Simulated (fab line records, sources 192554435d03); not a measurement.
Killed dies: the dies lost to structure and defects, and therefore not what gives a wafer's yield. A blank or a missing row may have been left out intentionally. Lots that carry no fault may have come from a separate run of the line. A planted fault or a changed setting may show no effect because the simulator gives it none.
Which of the tools did it? ; flow n5_finfet ; 11 lots (32 wafers sampled), 1 step of a 1938-step route

WHAT EACH GAUGE READ, for each wafer
N5_BEOL_M9_CD_MEAS_11: target cd 64.1 nm.
lot;measured;on;cd_nm (nm)
L586;day 9 17:57;cd_sem-01;64.4 64.1 64.4
L587;day 10 03:44;cd_sem-02;63.7 64.2 64.1
L594;day 11 11:15;cd_sem-01;64.2 63.7
L597;day 12 22:39;cd_sem-01;63.9 64.2 64.3
L598;day 13 09:29;cd_sem-01;63.9 63.9 63.6
L601;day 13 10:34;cd_sem-02;63.5 63.9 64.0
L603;day 13 12:44;cd_sem-03;63.3 64.2 63.6
L600;day 13 19:19;cd_sem-02;63.1 64.3 63.2
L604;day 14 12:51;cd_sem-03;64.1 64.1 64.5
L607;day 15 16:53;cd_sem-02;63.9 65.0 64.3
L609;day 15 17:10;cd_sem-01;64.2 64.5 64.0

EACH LOT AND THE TOOL THAT RAN IT (in order: tool; ch and the chambers of the sampled wafers; start)
The record shows no process step preceding these readings.

THE ANSWER, worked out from the rows above alone
Rule: the usual values come from the lots themselves. Put in order of their means at a reading, lots are off if they are a third of the lots or fewer, leave a main group of 4 or more, and stand apart from it by a gap of 3 or more times the standard deviation of the main group's means; of several such gaps the widest counts. The tables above print the reading to a certain number of digits; a main group whose means all agree to those digits is not used. A lot without any number at a reading at which 4 lots or more have one is off too. Where the step has rows for the other lots, those lots are counted as sound.
Across all readings shown, no lot is off: no conclusion can be drawn from this.

WHAT WAS PUT IN BY THE SIMULATOR
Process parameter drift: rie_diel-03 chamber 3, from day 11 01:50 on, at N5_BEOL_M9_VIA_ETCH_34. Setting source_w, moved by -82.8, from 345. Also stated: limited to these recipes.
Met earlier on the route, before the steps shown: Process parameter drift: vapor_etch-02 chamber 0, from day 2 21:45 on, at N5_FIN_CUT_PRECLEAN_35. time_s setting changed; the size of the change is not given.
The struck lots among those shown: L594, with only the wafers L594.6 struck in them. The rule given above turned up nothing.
